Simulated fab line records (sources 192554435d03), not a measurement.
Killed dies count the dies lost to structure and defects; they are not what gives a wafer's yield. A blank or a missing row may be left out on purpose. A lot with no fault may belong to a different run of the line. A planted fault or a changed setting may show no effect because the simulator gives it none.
Matching of chambers / flow n5_finfet / uv_cure-02 running N5_BEOL_M10_CURE_71: 3 sister chambers
The step cures SiCOH lowk, time 240 s. 3 wafers are shown with their chamber, then 12 later ones without.

WAFERS PAIRED WITH THEIR CHAMBERS
wafer=L082.5 chamber=1 wafer_temp_C_max=388.6
wafer=L085.3 chamber=0 wafer_temp_C_max=387.2
wafer=L088.6 chamber=2 wafer_temp_C_max=387.5

WAFERS WITHOUT THEIR CHAMBER
wafer=L088.2 wafer_temp_C_max=387.6
wafer=L088.3 wafer_temp_C_max=387.6
wafer=L088.5 wafer_temp_C_max=388.0
wafer=L090.1 wafer_temp_C_max=387.6
wafer=L090.3 wafer_temp_C_max=387.4
wafer=L090.4 wafer_temp_C_max=386.8
wafer=L095.1 wafer_temp_C_max=387.1
wafer=L095.2 wafer_temp_C_max=387.1
wafer=L095.6 wafer_temp_C_max=387.6
wafer=L095.3 wafer_temp_C_max=387.0
wafer=L095.4 wafer_temp_C_max=386.1
wafer=L095.5 wafer_temp_C_max=387.4

WHICH CHAMBER EACH ONE RAN IN
wafer=L088.2; from the rows above=can't be placed: 2 or 0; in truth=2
wafer=L088.3; from the rows above=can't be placed: 2 or 0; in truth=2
wafer=L088.5; from the rows above=can't be placed: 2 or 1 or 0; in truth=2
wafer=L090.1; from the rows above=can't be placed: 2 or 0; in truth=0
wafer=L090.3; from the rows above=can't be placed: 2 or 0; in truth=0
wafer=L090.4; from the rows above=can't be placed: 0 or 2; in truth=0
wafer=L095.1; from the rows above=can't be placed: 0 or 2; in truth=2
wafer=L095.2; from the rows above=can't be placed: 0 or 2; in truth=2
wafer=L095.6; from the rows above=can't be placed: 2 or 0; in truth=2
wafer=L095.3; from the rows above=can't be placed: 0 or 2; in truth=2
wafer=L095.4; from the rows above=can't be placed: 0 or 2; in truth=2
wafer=L095.5; from the rows above=can't be placed: 2 or 0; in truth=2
Correct placement for 0 of the 12. Cannot be placed on the basis of these rows: 12; the candidates contain the true chamber in 12. Number placed wrongly: 0.
How it was worked out, from the rows above alone: a wafer's distance from a chamber is the root of the sum, over the readings, of the square of ((its reading less the chamber's mean) divided by the reading's scatter). The wafer belongs to the nearest chamber; if the next one is less than 2 further off, it can't be placed. Each chamber's mean is taken over the wafers shown for it. The scatter (one wafer shown for each chamber): square how far every hidden wafer sits from the nearest shown wafer, average those squares and take the square root.
